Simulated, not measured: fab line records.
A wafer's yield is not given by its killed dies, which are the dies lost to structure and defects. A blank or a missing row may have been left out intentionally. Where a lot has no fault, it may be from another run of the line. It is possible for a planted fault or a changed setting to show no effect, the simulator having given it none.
Matching of chambers ; flow n5Finfet ; N5_BEOL_M12_DESCUM_33 on rieDiel-02: 4 sister chambers
The step chemistry O2, time 7.9 s. 4 wafers are shown with their chamber, then 9 later ones without.

WAFERS PAIRED WITH THEIR CHAMBERS
wafer;chamber;showerheadPlenumPTorr (Torr)
L075.1;3;1.98
L089.1;0;2.21
L089.3;2;2.04
L089.4;1;2.06

WAFERS WHOSE CHAMBER IS MISSING
wafer;showerheadPlenumPTorr (Torr)
L094.2;2.04
L094.3;2.06
L094.6;2.04
L090.1;2.04
L090.2;2.06
L090.6;2.04
L097.3;2.23
L097.5;2.05
L097.6;2.03

WHICH CHAMBER EACH ONE RAN IN
wafer;from the rows above;in truth
L094.2;2;2
L094.3;1;1
L094.6;2;2
L090.1;2;2
L090.2;1;1
L090.6;2;2
L097.3;0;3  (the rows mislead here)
L097.5;can't be placed: 2 or 1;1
L097.6;2;2
7 of 9 placed correctly. Unplaceable from these rows: 1, with the true chamber sitting among the candidates in 1. Wrongly placed: 1.
How it was worked out, from the rows above alone: a wafer's distance from a chamber is the root of the sum, over the readings, of the square of ((its reading less the chamber's mean) divided by the reading's scatter). The wafer belongs to the nearest chamber; if the next one is less than 2 further off, it can't be placed. Each chamber's mean is taken over the wafers shown for it. The scatter: root of mean squared gap, hidden wafer to nearest shown wafer, with one shown wafer a chamber.
